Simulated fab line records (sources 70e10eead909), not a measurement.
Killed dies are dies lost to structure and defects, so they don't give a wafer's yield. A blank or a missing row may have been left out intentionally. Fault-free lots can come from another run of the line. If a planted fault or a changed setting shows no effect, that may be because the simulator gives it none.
2 desks, one fault | flow nand_harc | what lay behind the numbers comes last; until then each desk has only its own

== FOR THE TOOL OWNER'S DESK: furnace-08 ==
The tool's own readings at NHARC_P_STI_OXIDE_29 (material SiO2, target thk 10 nm, ox time 1362 s): means of the sampled wafers that have a number, for each lot that ran on this tool. Any lot whose mean is over 4 standard deviations away from the usual mean is out of limits and marked OUT; that distance is given in the brackets.
Columns: A = spike_tc_lower_C at NHARC_P_STI_OXIDE_29, usual 900.7 C; B = zone_power_bottom_pct at NHARC_P_STI_OXIDE_29, usual 26.4 %
lot  | first seen here | A     | B
L793 | day 3 13:59     | 900.1 | 26.4
L796 | day 4 23:44     | 899.5 | 26.4
L801 | day 7 00:09     | 899.3 | 26.4
L802 | day 7 07:43     | 900.1 | 26.4
L804 | day 8 03:34     | 899.9 | 26.4
L807 | day 9 09:23     | 900.8 | 26.2
L808 | day 9 21:38     | 899.9 | 26.2
This desk's verdict: no lot among the 7 shows anything out of limits.

== THE DEFECT DESK ==
What the inspections along the route counted, lot by lot: means of the sampled wafers that have a number. Any lot whose mean is over 4 standard deviations away from the usual mean is out of limits and marked OUT; that distance is given in the brackets.
Columns: A = raw_defect_count at NHARC_P_STI_INSPECT_11, usual 5.6
lot  | first seen here | A
L790 | day 2 19:35     | 9.0
L791 | day 3 05:42     | 4.0
L792 | day 3 17:28     | 9.0
L793 | day 4 01:10     | 6.0
L794 | day 4 14:20     | 8.0
L796 | day 5 11:04     | 4.3
L798 | day 6 02:36     | 7.7
L801 | day 7 11:32     | 5.7
L802 | day 7 19:07     | 6.0
L804 | day 8 14:56     | 8.0
L807 | day 9 20:47     | 352.0 (+99 or more) OUT
L808 | day 10 09:00    | 334.0 (+99 or more) OUT
This desk's finding: out of limits on L807, L808; first on L807, day 9 20:47 (raw_defect_count at NHARC_P_STI_INSPECT_11). Within limits: L790, L791, L792, L793, L794, L796, L798, L801, L802, L804.

== ALL TOGETHER ==
The defect desk could have raised an alarm at day 9 20:47, on L807, L808.
The tool owner's desk saw nothing out of limits.
On record at the tool owner's desk: L807, L808, within its limits.
All the named lots went through NHARC_P_STI_OXIDE_29 on furnace-08.

== WHAT WAS PUT IN BY THE SIMULATOR ==
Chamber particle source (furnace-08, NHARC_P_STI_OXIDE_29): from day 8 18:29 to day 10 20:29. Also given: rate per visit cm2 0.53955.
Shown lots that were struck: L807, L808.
Hours from the fault's start to each desk's first reading out of limits: the defect desk, 26.
